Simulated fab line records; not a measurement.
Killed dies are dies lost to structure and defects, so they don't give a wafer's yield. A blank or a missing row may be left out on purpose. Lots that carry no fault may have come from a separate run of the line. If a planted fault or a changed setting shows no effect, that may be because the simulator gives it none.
Chamber matching ; flow n5 finfet ; 4 sister chambers for N5_BEOL_M3_STRIP_19 on rie diel-02
The step strips in O2. 8 wafers are shown with their chamber, then 9 later ones without.

## WAFERS WITH THEIR CHAMBER
wafer;chamber;showerhead plenum p Torr (Torr);drypump motor current A (A)
L080.5;3;2.13;6.1
L081.5;1;2.05;4.9
L082.2;3;2.13;6.2
L082.4;2;2.15;5.4
L082.5;0;2.14;5.6
L083.4;1;2.04;4.9
L083.5;0;2.14;5.6
L083.6;2;2.15;5.3

## WAFERS WITH NO CHAMBER GIVEN
wafer;showerhead plenum p Torr (Torr);drypump motor current A (A)
L086.2;2.04;4.9
L086.4;2.14;5.6
L086.6;2.12;6.1
L084.1;2.14;5.4
L084.2;2.14;5.6
L084.4;2.12;6.2
L085.2;2.14;5.4
L085.3;2.12;6.2
L085.5;2.14;5.6

## CHAMBER TAKEN BY EACH
wafer;from the rows above;in truth
L086.2;1;1
L086.4;0;0
L086.6;3;3
L084.1;can't be placed: 2 or 0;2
L084.2;0;0
L084.4;3;3
L085.2;can't be placed: 2 or 0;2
L085.3;3;3
L085.5;0;0
Correct placement for 7 of the 9. Cannot be placed on the basis of these rows: 2; the candidates contain the true chamber in 2. 0 placed wrongly.
How it was worked out, from the rows above alone: a wafer's distance from a chamber is the root of the sum, over the readings, of the square of ((its reading less the chamber's mean) divided by the reading's scatter). The wafer belongs to the nearest chamber; if the next one is less than 2 further off, it can't be placed. Each chamber's mean is taken over the wafers shown for it. The scatter: take each reading less its chamber's mean, square it, sum over the shown wafers, divide by the number of wafers less the number of chambers, and take the root.
